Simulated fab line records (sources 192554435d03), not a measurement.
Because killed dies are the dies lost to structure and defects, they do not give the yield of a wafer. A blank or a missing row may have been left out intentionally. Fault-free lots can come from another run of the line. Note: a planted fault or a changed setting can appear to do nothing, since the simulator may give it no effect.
Split-lot study :: flow n5Finfet :: 7 lots, 21 wafers read, on a route of 1938 steps

## THE SPLIT ITSELF
At N5_BEOL_M0_SAQP_COAT_72 (time 60 s, resist thk 15 nm), the setting spinRpm was moved away from the recipe's 1500 rpm on 5 of the 21 wafers read, by -10.8% to +3.7%. This setting was run at the recipe's value on the other wafers.

## FROM THE SPLIT TO THE READING: what the file shows between them, 6 steps
- N5_BEOL_M0_SAQP_EXPOSE_37: exposes mask M0 CUT1, target cd 30 nm (also split here: doseMj)
- N5_BEOL_M0_SAQP_PEB_38: peb time 60 s
- N5_BEOL_M0_SAQP_DEVELOP_39: develop time 30 s
- N5_BEOL_M0_SAQP_CD_MEAS_40: target cd 30 nm
- N5_BEOL_M0_SAQP_DESCUM_45: chemistry O2, time 7 s
- N5_BEOL_M0_SAQP_ETCH_88: etches underlayer in N2/H2, target depth 6.5 nm, time 5.2 s

## THE READING
etch.depthNm (the simulator's own value, which no gauge read), in nm, at N5_BEOL_M0_SAQP_ETCH_73 (etches SiARC in CF4, target depth 19.5 nm, time 32.5 s). The file gives no usual value for it. Here, 16 wafers ran the recipe; their average is 15.01 nm with a standard deviation of 0.039 nm.

wafer: L075.2
tool, chamber at the split: lithoTrack-02, 0
spinRpm as run, rpm: 1500
against the recipe: recipe
etch.depthNm, nm: 14.97
against lot-mates on the recipe: -

wafer: L075.3
tool, chamber at the split: lithoTrack-02, 0
spinRpm as run, rpm: 1500
against the recipe: recipe
etch.depthNm, nm: 14.93
against lot-mates on the recipe: -

wafer: L075.6
tool, chamber at the split: lithoTrack-02, 0
spinRpm as run, rpm: 1355
against the recipe: -9.7%
etch.depthNm, nm: 15.74
against lot-mates on the recipe: +0.79

wafer: L079.1
tool, chamber at the split: lithoTrack-04, 0
spinRpm as run, rpm: 1500
against the recipe: recipe
etch.depthNm, nm: 15.04
against lot-mates on the recipe: -

wafer: L079.2
tool, chamber at the split: lithoTrack-04, 0
spinRpm as run, rpm: 1500
against the recipe: recipe
etch.depthNm, nm: 15.06
against lot-mates on the recipe: -

wafer: L079.5
tool, chamber at the split: lithoTrack-04, 0
spinRpm as run, rpm: 1500
against the recipe: recipe
etch.depthNm, nm: 15
against lot-mates on the recipe: -

wafer: L085.1
tool, chamber at the split: lithoTrack-02, 0
spinRpm as run, rpm: 1500
against the recipe: recipe
etch.depthNm, nm: 14.98
against lot-mates on the recipe: -

wafer: L085.4
tool, chamber at the split: lithoTrack-02, 0
spinRpm as run, rpm: 1338
against the recipe: -10.8%
etch.depthNm, nm: 15.84
against lot-mates on the recipe: +0.87

wafer: L085.5
tool, chamber at the split: lithoTrack-02, 0
spinRpm as run, rpm: 1500
against the recipe: recipe
etch.depthNm, nm: 14.96
against lot-mates on the recipe: -

wafer: L087.2
tool, chamber at the split: lithoTrack-02, 0
spinRpm as run, rpm: 1500
against the recipe: recipe
etch.depthNm, nm: 15.02
against lot-mates on the recipe: -

wafer: L087.5
tool, chamber at the split: lithoTrack-02, 0
spinRpm as run, rpm: 1500
against the recipe: recipe
etch.depthNm, nm: 15
against lot-mates on the recipe: -

wafer: L087.6
tool, chamber at the split: lithoTrack-02, 0
spinRpm as run, rpm: 1500
against the recipe: recipe
etch.depthNm, nm: 14.99
against lot-mates on the recipe: -

wafer: L088.2
tool, chamber at the split: lithoTrack-04, 0
spinRpm as run, rpm: 1500
against the recipe: recipe
etch.depthNm, nm: 15
against lot-mates on the recipe: -

wafer: L088.4
tool, chamber at the split: lithoTrack-04, 0
spinRpm as run, rpm: 1500
against the recipe: recipe
etch.depthNm, nm: 15.03
against lot-mates on the recipe: -

wafer: L088.5
tool, chamber at the split: lithoTrack-04, 0
spinRpm as run, rpm: 1500
against the recipe: recipe
etch.depthNm, nm: 15
against lot-mates on the recipe: -

wafer: L092.1
tool, chamber at the split: lithoTrack-02, 0
spinRpm as run, rpm: 1500
against the recipe: recipe
etch.depthNm, nm: 15.03
against lot-mates on the recipe: -

wafer: L092.2
tool, chamber at the split: lithoTrack-02, 0
spinRpm as run, rpm: 1555
against the recipe: +3.7%
etch.depthNm, nm: 14.71
against lot-mates on the recipe: -0.32

wafer: L092.5
tool, chamber at the split: lithoTrack-02, 0
spinRpm as run, rpm: 1555
against the recipe: +3.7%
etch.depthNm, nm: 14.67
against lot-mates on the recipe: -0.36

wafer: L097.2
tool, chamber at the split: lithoTrack-04, 0
spinRpm as run, rpm: 1409
against the recipe: -6.1%
etch.depthNm, nm: 15.5
against lot-mates on the recipe: +0.43

wafer: L097.3
tool, chamber at the split: lithoTrack-04, 0
spinRpm as run, rpm: 1500
against the recipe: recipe
etch.depthNm, nm: 15.08
against lot-mates on the recipe: -

wafer: L097.4
tool, chamber at the split: lithoTrack-04, 0
spinRpm as run, rpm: 1500
against the recipe: recipe
etch.depthNm, nm: 15.06
against lot-mates on the recipe: -

FIT RESULTS
A straight line over all 21 wafers: etch.depthNm changes by -0.0783 nm for each +1% of spinRpm; r = -0.99; the points scatter about the line by 0.038 nm.
The same after taking each lot's own level away (the mean of its wafers on the recipe; 21 wafers): -0.0814 nm for each +1%; r = -1.00; scatter 0.025 nm.
The reading moves by 0.88 nm for the largest change in spinRpm, on that fit.
From 14.950 to 15.070 nm: that is the span of the lots' own levels, equal to 3.1 times the standard deviation above.
So the lot-to-lot level changes the slope little: the two slopes agree.
Check: +0.872 nm against its lot-mates is what the line predicts for one of the wafers moved furthest among these (-10.8%) when that wafer is left out of the fit. It came out at +0.87 nm against them.

## FURTHER SPLITS ON THESE WAFERS
Note: prior to the reading, these wafers also went through further splits. Each is held against what the fit with the lots' levels taken away leaves over:
other split on the same wafers: N5_SD_EPI_P_COAT_34 spinRpm
wafers away from the commonest value: 4
r with etch.depthNm (lot level and that fit taken away): -0.09

other split on the same wafers: N5_HKMG_FIN_DESCUM_53 timeS
wafers away from the commonest value: 6
r with etch.depthNm (lot level and that fit taken away): -0.15

other split on the same wafers: N5_GATE_CUT_ALD_22 aldCycles
wafers away from the commonest value: 5
r with etch.depthNm (lot level and that fit taken away): +0.08

other split on the same wafers: N5_MOL_CONTACT_COAG_ALD_27 aldCycles
wafers away from the commonest value: 10
r with etch.depthNm (lot level and that fit taken away): +0.03

other split on the same wafers: N5_MOL_CONTACT_COAG_PECVD_31 tempC
wafers away from the commonest value: 5
r with etch.depthNm (lot level and that fit taken away): -0.26

other split on the same wafers: N5_MOL_CONTACT_COAG_CVD_140 targetThkA
wafers away from the commonest value: 3
r with etch.depthNm (lot level and that fit taken away): -0.05

other split on the same wafers: N5_BEOL_M0_SAQP_EXPOSE_37 doseMj
wafers away from the commonest value: 11
r with etch.depthNm (lot level and that fit taken away): -0.41

## THE WHOLE CHAIN: every reading that the file lists as answering this split, in the file's order
step: N5_BEOL_M0_SAQP_COAT_72
what it does: time 60 s, resist thk 15 nm
reading: SiARC_of_BEOL_M0_SAQP_COAT_72.thkNm (the simulator's own value, which no gauge read)
change (the file's fit): -0.0764 nm for each +1% of the setting
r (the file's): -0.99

step: N5_BEOL_M0_SAQP_ETCH_73
what it does: etches SiARC in CF4, target depth 19.5 nm, time 32.5 s
reading: etch.depthNm (the simulator's own value, which no gauge read)
change (the file's fit): -0.0807 nm for each +1% of the setting
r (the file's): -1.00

## THE FILE'S OWN FIT
etch.depthNm changes by -0.0807 nm for each +1% of spinRpm, r = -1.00.
